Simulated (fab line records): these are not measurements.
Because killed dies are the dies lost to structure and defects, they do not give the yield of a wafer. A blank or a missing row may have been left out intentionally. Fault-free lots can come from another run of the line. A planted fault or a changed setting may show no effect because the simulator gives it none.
Struck lot and sound lot, side by side + flow n5_finfet + 17 steps out of a route of 1938
Sound: wafers L416.1, L416.4, L416.6. Struck: wafers L426.1, L426.4, L426.5. The cause is named last.
Per side, at each step with rows, come the tool, then ch with its chambers, and then its first start. Under that, the readings that differ: sound wafers + struck wafers + difference of the means + sigmas: that difference in standard deviations of wafers without a fault.
alike: readings with means less than 2 such deviations apart, plus words and numbers identical on both sides. not compared: withheld readings, readings lacking a value on some wafer, bounds such as >300 that could conceal the same value, and numbers that have no deviation in the record and whose values overlap.
Wherever a step has rows on one side only, a row that says differs or no value, or a row with sigmas, the two part there. Numbers that don't overlap but have no deviation are shown without sigmas and don't part them. A reading missing from all wafers of one side parts the sides only when that side holds two or more wafers.

first, 4 steps without rows for these wafers: N5_HKMG_FIN_PRECLEAN_64 (cleans in dHF, time 30 s); N5_HKMG_FIN_WET_ETCH_65 (etches a-Si in TMAH, stops on TiN, time 49 s, target depth 3 nm); N5_HKMG_FIN_WET_ETCH_81 (etches TiN in SC1, stops on HfO2, time 57 s, target depth 6 nm); N5_HKMG_FIN_WET_ETCH_82 (etches La2O3 in dHCl, stops on HfO2, target depth 2 nm, rinse time 30 s).
N5_HKMG_FIN_ALD_36: deposits TiN, target thk 1 nm, pulse time 1 s, purge time 3 s.
  sound on ald_metal-04 ch 1,2, day 4 00:38; struck on ald_metal-04 ch 1,3, day 6 15:13
  alike: heater_power_w, precursor_pulse_height_rel, susceptor_temp_C
N5_HKMG_FIN_THK_MEAS_70: measures by xrf.
  sound: film_metro-02 at day 4 00:55; struck: film_metro-02 at day 6 15:30
  alike: HK_THK
N5_HKMG_FIN_PWFM_ALD_03: deposits TiN, target thk 2 nm, pulse time 1 s, purge time 3 s.
  sound on ald_metal-03 ch 1,3, day 4 00:58; struck on ald_metal-03 ch 0,3, day 6 15:32
  alike: heater_power_w, precursor_pulse_height_rel, susceptor_temp_C
then, 5 steps without rows for these wafers: N5_HKMG_FIN_COAT_29 (time 60 s, resist thk 300 nm); N5_HKMG_FIN_COAT_30 (time 60 s, resist thk 35 nm); N5_HKMG_FIN_COAT_06 (resist thk 90 nm); N5_HKMG_FIN_EBR_08; N5_HKMG_FIN_SOFTBAKE_07 (time 60 s).
N5_HKMG_FIN_EXPOSE_09: exposes mask NWFM.
  sound on arfi_scanner-01 ch 0, day 4 01:40; struck on arfi_scanner-02 ch 0, day 6 16:15
| reading              | sound             | struck            | difference | sigmas |
|----------------------|-------------------|-------------------|------------|--------|
| exposure_dose_mJ_cm2 | 39.27 39.27 39.20 | 37.64 37.67 37.61 | -1.61      | -32    |
  alike: mask
then, 2 steps without rows for these wafers: N5_HKMG_FIN_PEB_10 (peb time 60 s); N5_HKMG_FIN_DEVELOP_11 (develop time 30 s).
N5_HKMG_FIN_CD_MEAS_12: target cd 92.8 nm.
  sound on cd_sem-02 ch 0, day 4 01:48; struck on cd_sem-02 ch 0, day 6 16:22
| reading    | sound          | struck         | difference | sigmas |
|------------|----------------|----------------|------------|--------|
| cd_nm (nm) | 92.6 92.6 92.4 | 89.0 90.0 89.1 | -3.2       | -4     |
N5_HKMG_FIN_OVL_MEAS_13:
  sound on overlay-02 ch 0, day 4 01:50; struck on overlay-02 ch 0, day 6 16:24
  alike: NWFM_OVL

## WHERE THEY PART
Earliest at N5_HKMG_FIN_EXPOSE_09; latest, in this record, at N5_HKMG_FIN_CD_MEAS_12. Later steps at which nothing parts them and some readings are alike: N5_HKMG_FIN_OVL_MEAS_13.

WHY: the cause the simulator had injected
Process parameters drifting: arfi_scanner-02 at N5_HKMG_FIN_EXPOSE_09, beginning at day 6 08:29. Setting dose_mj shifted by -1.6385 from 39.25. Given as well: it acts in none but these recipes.
